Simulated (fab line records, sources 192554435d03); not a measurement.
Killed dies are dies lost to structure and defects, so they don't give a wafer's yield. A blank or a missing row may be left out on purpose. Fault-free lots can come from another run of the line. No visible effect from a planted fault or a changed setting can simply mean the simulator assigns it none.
Matching of chambers | flow n5 finfet | N5_HKMG_FIN_STRIP_93 on rie diel-01 has 4 sister chambers
The step strips SOC in N2/H2, time 20 s. 8 wafers are shown with their chamber, then 7 later ones without.

== WAFERS PAIRED WITH THEIR CHAMBERS ==
wafer  | chamber | showerhead plenum p Torr (Torr) | drypump motor current A (A)
L075.6 | 1       | 3.32                            | 6.5
L082.3 | 3       | 3.08                            | 5.2
L088.6 | 2       | 3.47                            | 5.4
L090.2 | 0       | 3.22                            | 6.3
L090.4 | 3       | 3.07                            | 5.1
L090.6 | 0       | 3.22                            | 6.2
L093.2 | 1       | 3.30                            | 6.5
L093.4 | 2       | 3.46                            | 5.4

== WAFERS WITH NO CHAMBER GIVEN ==
wafer  | showerhead plenum p Torr (Torr) | drypump motor current A (A)
L093.6 | 3.22                            | 6.2
L095.2 | 3.30                            | 6.5
L095.5 | 3.22                            | 6.2
L095.6 | 3.30                            | 6.4
L097.1 | 3.07                            | 5.2
L097.5 | 3.46                            | 5.4
L097.6 | 3.07                            | 5.1

== THE CHAMBER EACH PASSED THROUGH ==
wafer  | from the rows above | in truth
L093.6 | 0                   | 0
L095.2 | 1                   | 1
L095.5 | 0                   | 0
L095.6 | 1                   | 1
L097.1 | 3                   | 3
L097.5 | 2                   | 2
L097.6 | 3                   | 3
Correctly placed: 7 of 7. Not placeable from these rows: 0. 0 placed wrongly.
How it was worked out, from the rows above alone: a wafer's distance from a chamber is the root of the sum, over the readings, of the square of ((its reading less the chamber's mean) divided by the reading's scatter). If the next closest chamber is less than 2 further off than the closest, the wafer can't be placed; otherwise it belongs to the closest. The mean given for a chamber averages the wafers shown for that chamber. The scatter is the square root of a quotient: the sum, over the shown wafers, of each reading's squared deviation from its chamber's mean, divided by wafers minus chambers.
